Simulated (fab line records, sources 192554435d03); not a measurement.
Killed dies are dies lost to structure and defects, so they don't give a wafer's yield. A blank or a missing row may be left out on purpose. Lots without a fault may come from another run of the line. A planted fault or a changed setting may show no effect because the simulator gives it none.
fab line records | flow n5_finfet | part 1 of 2: steps 1 to 4 of 6
record lots=20 wafers=60 last_day=18
route steps=1938 shown MOL_CONTACT_COAG@603 BEOL_M0_SAQP@640
lots that met no fault: from a run of the same line without faults
start_h: hours from the record's first day to the start of the lot's first wafer shown | wait_h: hours since the lot's step before | " the same as in the row above | L1.1+2: a row that stands for several wafers | - no value, or no start given | * or withheld: withheld | < > ~ a bound
route shown NAME@n: a module of which the file shows steps, and the number in the route of the first | usual: mean/standard deviation of fault-free wafers | same: alike in all rows | chamber/n: place in a boat | sites: the reading at each site | _std_site: their standard deviation | _edge_site: outer sites' mean less inner sites' | radius_mm: how far each site lies from the wafer's centre | mask NAME#n: copy n | behind: the tool/chamber that last shaped the wafer | hold: why the lot was held/for how many hours/how that ended | device: the transistor (n, p or np) that didn't switch | end of line: the same wafers' tests at the end of the route | a step without rows: its recipe alone | killed: dies lost to structure and defects at the first sort, not the wafer's yield | map: a wafer's dies, x killed, . not, _ none there
set.NAME: the setting as run; set.NAME@STEP: as run at that earlier step | model.NAME: the simulator's own value behind a step, which no gauge read
steps of the route over a sample of lots; a table a step, a row a wafer
services: from which hour (start_h, from the record's first day; less than 0 if before it) a tool's chamber was out of use, for how many hours, and why
## steps
# step N5_MOL_CONTACT_COAG_OVL_MEAS_41
# recipe points_per_wafer=522
# usual VD_OVL=0.2/0.72
# columns lot.wafer tool chamber start_h wait_h VD_OVL[nm]
L074.1 overlay-01 0 109.97 0.0 0.0
L074.4 " 0 " " 1.2
L074.5 " 0 " " 0.9
L075.3 overlay-01 0 113.69 0.0 0.8
L075.5 " 0 " " -0.5
L075.6 " 0 " " 0.1
L076.1 overlay-01 0 114.04 0.0 0.3
L076.3 " 0 " " 1.0
L076.5 " 0 " " 0.6
L078.1 overlay-01 0 127.29 0.0 1.1
L078.4 " 0 " " 0.3
L078.5 " 0 " " 0.8
L077.1 overlay-02 0 128.01 0.0 -0.3
L077.5 " 0 " " -0.3
L077.6 " 0 " " 0.8
L079.2 overlay-01 0 136.64 0.0 0.6
L079.4 " 0 " " 1.5
L079.6 " 0 " " 0.1
L081.1 overlay-01 0 145.12 0.0 -0.3
L081.2 " 0 " " -0.7
L081.5 " 0 " " -1.3
L082.2 overlay-01 0 151.08 0.0 -0.2
L082.4 " 0 " " 0.3
L082.5 " 0 " " 0.0
L083.1 overlay-02 0 156.53 0.0 0.1
L083.2 " 0 " " 1.7
L083.5 " 0 " " 0.4
L084.1 overlay-02 0 163.95 0.0 0.1
L084.4 " 0 " " -0.4
L084.5 " 0 " " -0.3
L085.2 overlay-01 0 170.31 0.0 0.1
L085.5 " 0 " " 1.3
L085.6 " 0 " " -0.1
L088.1 overlay-02 0 185.98 0.0 0.4
L088.2 " 0 " " -0.6
L088.3 " 0 " " 0.7
L089.1 overlay-01 0 193.52 0.0 -0.2
L089.4 " 0 " " -0.4
L089.6 " 0 " " -1.6
L090.1 overlay-02 0 198.59 0.0 -1.0
L090.4 " 0 " " 0.8
L090.5 " 0 " " -0.8
L091.1 overlay-02 0 203.04 0.0 -0.6
L091.4 " 0 " " -0.2
L091.5 " 0 " " -1.2
L092.1 overlay-01 0 211.22 0.0 -0.1
L092.4 " 0 " " -0.8
L092.5 " 0 " " -0.1
L093.1 overlay-02 0 216.46 0.0 -0.6
L093.4 " 0 " " 1.3
L093.6 " 0 " " -0.3
L094.1 overlay-02 0 224.82 0.0 0.2
L094.5 " 0 " " 0.5
L094.6 " 0 " " -0.7
L095.3 overlay-02 0 227.08 0.0 0.7
L095.5 " 0 " " 1.5
L095.6 " 0 " " 0.6
L097.2 overlay-02 0 239.74 0.0 0.1
L097.4 " 0 " " -0.2
L097.6 " 0 " " 0.6
# step N5_MOL_CONTACT_COAG_ETCHBACK_136
# recipe chemistry=CHF3 target=SiO2 target_depth_a=250 time_s=16.7 ion_energy_ev=200 pressure_mtorr=30 source_w=610 bias_w=170 Ar_flow_sccm=200 CHF3_flow_sccm=50
# usual drypump_motor_current_A=5.8/0.48 oes_product_au=0.79/0.069 rf_fwd_power_W=598/3.7 rf_vpp_V=525/3.7 showerhead_plenum_p_Torr=2.39/0.07 throttle_valve_pct=18.82/0.27
# columns lot.wafer tool chamber start_h wait_h drypump_motor_current_A oes_product_au rf_fwd_power_W rf_hours_counter_h rf_vpp_V showerhead_plenum_p_Torr throttle_valve_pct
L074.1 rie_diel-06 2 110.88 0.0 6.8 0.77 595 152 528 2.39 19.16
L074.4 " 0 " " 5.8 0.79 595 114 523 2.40 18.75
L074.5 " 2 " " 6.8 0.77 597 - 528 2.39 19.17
L075.3 rie_diel-01 2 114.41 0.0 5.9 0.75 600 162 531 2.47 18.86
L075.5 " 1 " " 5.5 0.85 600 - 523 2.41 18.31
L075.6 " 2 " " 5.8 0.76 599 - 532 2.47 18.86
L076.1 rie_diel-01 2 114.87 0.0 5.9 0.74 602 162 532 2.47 18.85
L076.3 " 0 " " 5.5 0.94 603 8 526 2.34 18.97
L076.5 " 3 " " 6.1 0.67 599 - 525 2.34 18.63
L078.1 rie_diel-03 3 127.82 0.0 5.1 0.71 593 202 521 2.27 18.89
L078.4 " 2 " " 5.6 0.81 599 88 529 2.50 18.85
L078.5 " 2 " " 5.6 0.81 594 - 529 2.50 18.83
L077.1 rie_diel-03 0 129.02 0.0 6.0 0.73 603 204 527 2.46 19.02
L077.5 " 0 " " 6.0 0.72 603 - 530 2.46 19.02
L077.6 " 3 " " 5.1 0.72 596 - 520 2.27 18.89
L079.2 rie_diel-06 3 137.33 0.0 5.4 0.85 603 71 529 2.42 18.55
L079.4 " 1 " " 5.8 0.83 594 70 519 2.32 18.94
L079.6 " 2 " " 6.8 0.75 595 - 529 2.38 19.20
L081.1 rie_diel-06 3 146.75 0.0 5.4 0.86 595 75 529 2.41 18.54
L081.2 " 2 " " 6.8 0.74 596 165 527 2.38 19.18
L081.5 " 2 " " 6.8 0.74 595 - 529 2.38 19.19
L082.2 rie_diel-03 1 151.72 0.0 5.8 0.90 594 25 524 2.53 18.41
L082.4 " 3 " " 5.1 0.70 596 211 520 2.27 18.91
L082.5 " 1 " " 5.8 0.90 594 - 524 2.53 18.40
L083.1 rie_diel-01 1 157.24 0.0 5.5 0.82 598 101 522 2.40 18.32
L083.2 " 2 " " 5.9 0.73 603 181 532 2.47 18.90
L083.5 " 0 " " 5.5 0.90 602 - 526 2.34 18.99
L084.1 rie_diel-03 3 164.48 0.0 5.1 0.70 597 214 521 2.27 18.92
L084.4 " 1 " " 5.8 0.89 596 29 522 2.53 18.40
L084.5 " 0 " " 6.0 0.72 601 - 529 2.45 19.03
L085.2 rie_diel-06 2 171.24 0.0 6.8 0.75 593 174 526 2.38 19.20
L085.5 " 1 " " 5.8 0.84 597 - 521 2.31 18.96
L085.6 " 2 " " 6.8 0.75 591 - 528 2.38 19.20
L088.1 rie_diel-01 3 187.45 0.0 6.1 0.93 605 8 524 2.33 18.25
L088.2 " 1 " " 5.5 0.82 599 111 522 2.40 18.34
L088.3 " 0 " " 5.5 0.90 607 36 526 2.33 19.02
L089.1 rie_diel-01 2 194.11 0.0 5.9 0.72 603 192 531 2.46 18.91
L089.4 " 3 " " 6.1 0.93 601 9 523 2.33 18.25
L089.6 " 2 " " 5.9 0.73 600 - 529 2.46 18.90
L090.1 rie_diel-06 1 199.18 0.0 5.8 0.82 596 88 520 2.31 18.98
L090.4 " 3 " " 5.4 0.84 597 93 527 2.41 18.57
L090.5 " 3 " " 5.4 0.84 598 - 527 2.41 18.60
L091.1 rie_diel-03 1 204.55 0.0 5.8 0.88 598 42 522 2.52 18.45
L091.4 " 0 " " 6.0 0.70 605 231 529 2.45 19.04
L091.5 " 3 " " 5.1 0.69 593 - 521 2.26 18.94
L092.1 rie_diel-01 2 211.94 0.0 5.9 0.71 604 198 531 2.46 18.92
L092.4 " 0 " " 5.4 0.87 603 43 526 2.33 19.03
L092.5 " 1 " " 5.5 0.81 597 - 522 2.39 18.35
L093.1 rie_diel-06 0 217.25 0.0 5.8 0.75 596 150 521 2.38 18.82
L093.4 " 1 " " 5.8 0.82 595 94 518 2.31 18.99
L093.6 " 0 " " 5.8 0.75 596 - 523 2.38 18.83
L094.1 rie_diel-06 3 225.53 0.0 5.4 0.82 600 102 528 2.40 18.60
L094.5 " 0 " " 5.7 0.74 598 - 523 2.38 18.84
L094.6 " 3 " " 5.4 0.83 603 - 528 2.40 18.58
L095.3 rie_diel-06 1 227.60 0.0 5.8 0.81 594 97 518 2.31 19.00
L095.5 " 3 " " 5.4 0.83 599 - 527 2.40 18.62
L095.6 " 2 " " 6.8 0.73 590 - 528 2.37 19.24
L097.2 rie_diel-03 0 240.29 0.0 6.0 0.69 602 243 528 2.44 19.08
L097.4 " 2 " " 5.6 0.78 594 126 528 2.49 18.91
L097.6 " 3 " " 5.1 0.68 591 - 520 2.26 18.95
# step N5_MOL_CONTACT_COAG_VIA_ETCH_117
# recipe chemistry=C4F6/O2 target_depth_a=400 overetch_a=80 mask_material=SOC target=SiO2 bias_w=455 pressure_mtorr=10 time_s=26 source_w=325 Ar_flow_sccm=300 C4F6_flow_sccm=10 O2_flow_sccm=10 ion_energy_ev=575.3 ends=end_point
# usual C4F6_flow_sccm=10.00/0.032 drypump_motor_current_A=5.8/0.47 oes_o_777_au=0.79/0.063 oes_product_au=0.71/0.056 rf_fwd_power_W=319.4/2 rf_vpp_V=1591/10 showerhead_plenum_p_Torr=2.86/0.083 throttle_valve_pct=41.2/0.32
# columns lot.wafer tool chamber start_h wait_h C4F6_flow_sccm drypump_motor_current_A oes_o_777_au oes_product_au rf_fwd_power_W rf_hours_counter_h rf_vpp_V showerhead_plenum_p_Torr throttle_valve_pct
L074.1 rie_diel-06 2 110.91 0.0 9.99 6.8 0.76 0.69 319.8 152 1601 2.85 41.5
L074.4 " 0 " " 10.02 5.8 0.79 0.70 316.1 114 1583 2.86 41.0
L074.5 " 2 " " 10.00 6.9 0.76 0.68 319.2 - 1600 2.85 41.5
L075.3 rie_diel-01 2 114.44 0.0 10.03 5.9 0.75 0.67 320.8 162 1608 2.95 41.6
L075.5 " 1 " " 9.95 5.5 0.85 0.74 319.9 - 1582 2.87 40.8
L075.6 " 2 " " 10.00 5.9 0.75 0.66 319.4 - 1607 2.95 41.6
L076.1 rie_diel-01 2 114.90 0.0 10.01 5.8 0.76 0.67 321.4 162 1607 2.95 41.6
L076.3 " 0 " " 9.99 5.5 0.91 0.84 321.5 8 1593 2.80 41.7
L076.5 " 3 " " 10.01 6.1 0.67 0.61 320.9 - 1587 2.79 40.7
L078.1 rie_diel-03 3 127.85 0.0 9.99 5.1 0.71 0.65 317.0 202 1579 2.71 41.3
L078.4 " 2 " " 9.99 5.7 0.82 0.73 320.4 88 1601 2.98 40.9
L078.5 " 2 " " 10.03 5.6 0.82 0.74 319.4 - 1601 2.98 40.9
L077.1 rie_diel-03 0 129.05 0.0 9.97 6.0 0.74 0.66 322.1 204 1599 2.93 41.3
L077.5 " 0 " " 9.97 6.0 0.74 0.65 323.1 - 1597 2.93 41.3
L077.6 " 3 " " 9.99 5.1 0.72 0.65 317.6 - 1576 2.71 41.3
L079.2 rie_diel-06 3 137.36 0.0 9.95 5.4 0.86 0.76 320.3 71 1599 2.88 41.0
L079.4 " 1 " " 10.01 5.8 0.86 0.75 316.9 70 1576 2.76 41.6
L079.6 " 2 " " 10.05 6.8 0.75 0.69 319.7 - 1600 2.85 41.5
L081.1 rie_diel-06 3 146.78 0.0 10.03 5.4 0.85 0.76 318.7 75 1600 2.88 41.1
L081.2 " 2 " " 10.01 6.8 0.76 0.68 318.0 165 1599 2.84 41.5
L081.5 " 2 " " 9.96 6.8 0.75 0.69 316.6 - 1601 2.85 41.5
L082.2 rie_diel-03 1 151.75 0.0 10.00 5.8 0.89 0.82 319.6 25 1584 3.02 40.8
L082.4 " 3 " " 9.96 5.1 0.71 0.64 317.7 211 1576 2.71 41.3
L082.5 " 1 " " 10.01 5.8 0.90 0.82 319.7 - 1586 3.02 40.8
L083.1 rie_diel-01 1 157.27 0.0 10.01 5.5 0.83 0.73 318.8 101 1583 2.86 40.8
L083.2 " 2 " " 9.98 5.9 0.73 0.65 321.5 181 1607 2.94 41.6
L083.5 " 0 " " 10.01 5.5 0.87 0.80 321.5 - 1594 2.79 41.7
L084.1 rie_diel-03 3 164.51 0.0 10.01 5.1 0.71 0.65 318.4 214 1576 2.71 41.3
L084.4 " 1 " " 10.05 5.8 0.90 0.81 320.2 29 1585 3.02 40.8
L084.5 " 0 " " 10.02 6.0 0.73 0.65 321.2 - 1597 2.93 41.3
L085.2 rie_diel-06 2 171.28 0.0 9.97 6.8 0.74 0.67 317.1 174 1599 2.84 41.5
L085.5 " 1 " " 10.05 5.8 0.85 0.74 315.9 - 1575 2.76 41.6
L085.6 " 2 " " 9.96 6.9 0.75 0.67 317.1 - 1599 2.84 41.5
L088.1 rie_diel-01 3 187.48 0.0 9.99 6.1 0.90 0.81 319.5 8 1585 2.78 40.4
L088.2 " 1 " " 10.05 5.5 0.82 0.71 318.8 111 1583 2.86 40.8
L088.3 " 0 " " 9.95 5.5 0.85 0.78 323.3 36 1593 2.79 41.7
L089.1 rie_diel-01 2 194.14 0.0 9.97 5.9 0.72 0.65 320.2 192 1606 2.94 41.6
L089.4 " 3 " " 10.00 6.2 0.90 0.81 320.6 9 1586 2.78 40.5
L089.6 " 2 " " 9.98 5.9 0.73 0.64 320.0 - 1607 2.94 41.6
L090.1 rie_diel-06 1 199.22 0.0 10.03 5.8 0.83 0.73 318.1 88 1576 2.76 41.6
L090.4 " 3 " " 10.01 5.4 0.83 0.73 322.0 93 1599 2.87 41.1
L090.5 " 3 " " 10.02 5.4 0.83 0.74 320.5 - 1600 2.87 41.1
L091.1 rie_diel-03 1 204.58 0.0 9.99 5.8 0.87 0.80 321.1 42 1583 3.01 40.8
L091.4 " 0 " " 10.00 6.0 0.72 0.65 323.3 231 1597 2.92 41.4
L091.5 " 3 " " 10.11 5.1 0.70 0.64 317.1 - 1576 2.70 41.3
L092.1 rie_diel-01 2 211.97 0.0 9.99 5.9 0.73 0.65 320.2 198 1606 2.94 41.6
L092.4 " 0 " " 9.99 5.4 0.84 0.78 322.8 43 1594 2.78 41.7
L092.5 " 1 " " 9.96 5.5 0.81 0.71 319.7 - 1583 2.86 40.8
L093.1 rie_diel-06 0 217.28 0.0 10.00 5.8 0.76 0.67 317.1 150 1582 2.84 41.0
L093.4 " 1 " " 9.98 5.8 0.83 0.72 317.5 94 1574 2.75 41.6
L093.6 " 0 " " 9.95 5.8 0.76 0.67 316.7 - 1582 2.84 41.0
L094.1 rie_diel-06 3 225.56 0.0 9.99 5.4 0.82 0.73 318.8 102 1598 2.87 41.1
L094.5 " 0 " " 10.03 5.7 0.75 0.67 317.1 - 1581 2.84 41.1
L094.6 " 3 " " 9.98 5.4 0.83 0.73 319.3 - 1599 2.87 41.1
L095.3 rie_diel-06 1 227.63 0.0 9.99 5.7 0.82 0.72 317.5 97 1575 2.75 41.6
L095.5 " 3 " " 10.01 5.4 0.83 0.73 320.5 - 1600 2.87 41.1
L095.6 " 2 " " 9.98 6.9 0.73 0.66 317.4 - 1597 2.83 41.5
L097.2 rie_diel-03 0 240.32 0.0 10.09 6.0 0.71 0.63 323.3 243 1596 2.91 41.3
L097.4 " 2 " " 10.06 5.6 0.79 0.70 318.0 126 1601 2.97 40.9
L097.6 " 3 " " 10.00 5.1 0.69 0.63 317.6 - 1576 2.70 41.3
# step N5_BEOL_M0_SAQP_HM_DEP_111
# recipe material=SiO2 target_thk_a=120 temp_c=400 precursor=SiH4/N2O pressure_torr=0.75 rf_w=275 time_s=7.2
# usual chamber_pressure_Torr=0.7501/0.0016 heater_power_w=760/67 rf_fwd_power_W=272.6/1.1 showerhead_plenum_p_Torr=8.18/0.17 showerhead_vpp_V=1018/57
# columns lot.wafer tool chamber start_h wait_h chamber_pressure_Torr heater_power_w rf_fwd_power_W showerhead_plenum_p_Torr showerhead_vpp_V
L074.1 pecvd-01 0 115.90 0.0 0.7548 799 271.9 8.35 919
L074.4 " 1 " " 0.7494 814 273.0 8.11 992
L074.5 " 0 " " 0.7492 801 272.5 8.40 910
L075.3 pecvd-01 1 120.14 0.0 0.7512 745 274.1 8.09 997
L075.5 " 2 " " 0.7529 833 274.3 8.19 1063
L075.6 " 0 " " 0.7485 878 271.8 8.37 923
L076.1 pecvd-04 2 122.77 0.0 0.7510 589 272.8 8.14 988
L076.3 " 0 " " 0.7519 643 273.5 7.64 1079
L076.5 " 1 " " 0.7505 699 273.5 8.17 1018
L078.1 pecvd-02 0 132.92 0.0 0.7495 738 272.2 8.06 964
L078.4 " 0 " " 0.7482 757 270.6 8.07 964
L078.5 " 2 " " 0.7505 807 272.0 8.28 1084
L077.1 pecvd-02 0 136.88 0.0 0.7494 709 272.3 8.06 976
L077.5 " 0 " " 0.7498 703 273.3 8.06 975
L077.6 " 1 " " 0.7518 755 272.1 8.28 996
L079.2 pecvd-02 2 142.68 0.0 0.7508 750 273.6 8.30 1098
L079.4 " 1 " " 0.7490 829 272.0 8.27 1000
L079.6 " 1 " " 0.7507 797 270.7 8.29 1004
L081.1 pecvd-02 0 152.11 0.0 0.7500 726 269.8 8.04 980
L081.2 " 2 " " 0.7512 816 272.9 8.29 1094
L081.5 " 2 " " 0.7492 820 273.5 8.28 1082
L082.2 pecvd-02 0 157.77 0.0 0.7509 858 269.8 8.07 1000
L082.4 " 1 " " 0.7518 804 270.5 8.24 991
L082.5 " 2 " " 0.7503 724 272.3 8.28 1103
L083.1 pecvd-02 1 162.41 0.0 0.7525 782 270.1 8.28 1010
L083.2 " 0 " " 0.7509 701 270.9 8.05 973
L083.5 " 1 " " 0.7512 787 271.9 8.26 1000
L084.1 pecvd-02 2 170.25 0.0 0.7493 741 274.3 8.29 1081
L084.4 " 1 " " 0.7501 697 273.9 8.28 1015
L084.5 " 2 " " 0.7508 739 272.3 8.28 1103
L085.2 pecvd-01 2 177.05 0.0 0.7499 831 274.1 8.21 1069
L085.5 " 1 " " 0.7481 863 274.0 8.12 985
L085.6 " 2 " " 0.7517 845 273.5 8.21 1095
L088.1 pecvd-04 2 192.43 0.0 0.7493 556 272.9 8.13 992
L088.2 " 1 " " 0.7496 600 271.7 8.19 996
L088.3 " 0 " " 0.7543 677 273.5 7.64 1071
L089.1 pecvd-04 0 199.99 0.0 0.7512 707 273.6 7.63 1086
L089.4 " 1 " " 0.7514 686 272.5 8.15 1014
L089.6 " 0 " " 0.7494 702 273.4 7.64 1084
L090.1 pecvd-02 1 205.07 0.0 0.7514 767 272.6 8.30 1018
L090.4 " 2 " " 0.7497 712 273.6 8.28 1081
L090.5 " 0 " " 0.7481 745 272.5 8.07 972
L091.1 pecvd-02 1 211.35 0.0 0.7481 805 271.4 8.26 1003
L091.4 " 1 " " 0.7497 789 272.9 8.26 1017
L091.5 " 0 " " 0.7489 754 271.4 8.04 975
L092.1 pecvd-01 1 218.79 0.0 0.7454 784 273.7 8.12 978
L092.4 " 2 " " 0.7498 821 273.8 8.21 1093
L092.5 " 0 " " 0.7501 822 271.8 8.35 890
L093.1 pecvd-01 0 222.44 0.0 0.7507 829 272.0 8.34 908
L093.4 " 0 " " 0.7536 842 272.5 8.37 907
L093.6 " 2 " " 0.7493 730 275.6 8.23 1079
L094.1 pecvd-02 1 231.14 0.0 0.7496 819 272.6 8.27 988
L094.5 " 1 " " 0.7492 773 273.5 8.27 1015
L094.6 " 0 " " 0.7504 834 270.4 8.05 973
L095.3 pecvd-04 0 234.26 0.0 0.7522 733 273.6 7.65 1090
L095.5 " 2 " " 0.7509 641 272.0 8.12 982
L095.6 " 0 " " 0.7491 715 272.9 7.63 1095
L097.2 pecvd-01 1 247.27 0.0 0.7452 720 273.7 8.11 989
L097.4 " 2 " " 0.7530 836 273.9 8.23 1071
L097.6 " 1 " " 0.7455 756 274.7 8.11 1014
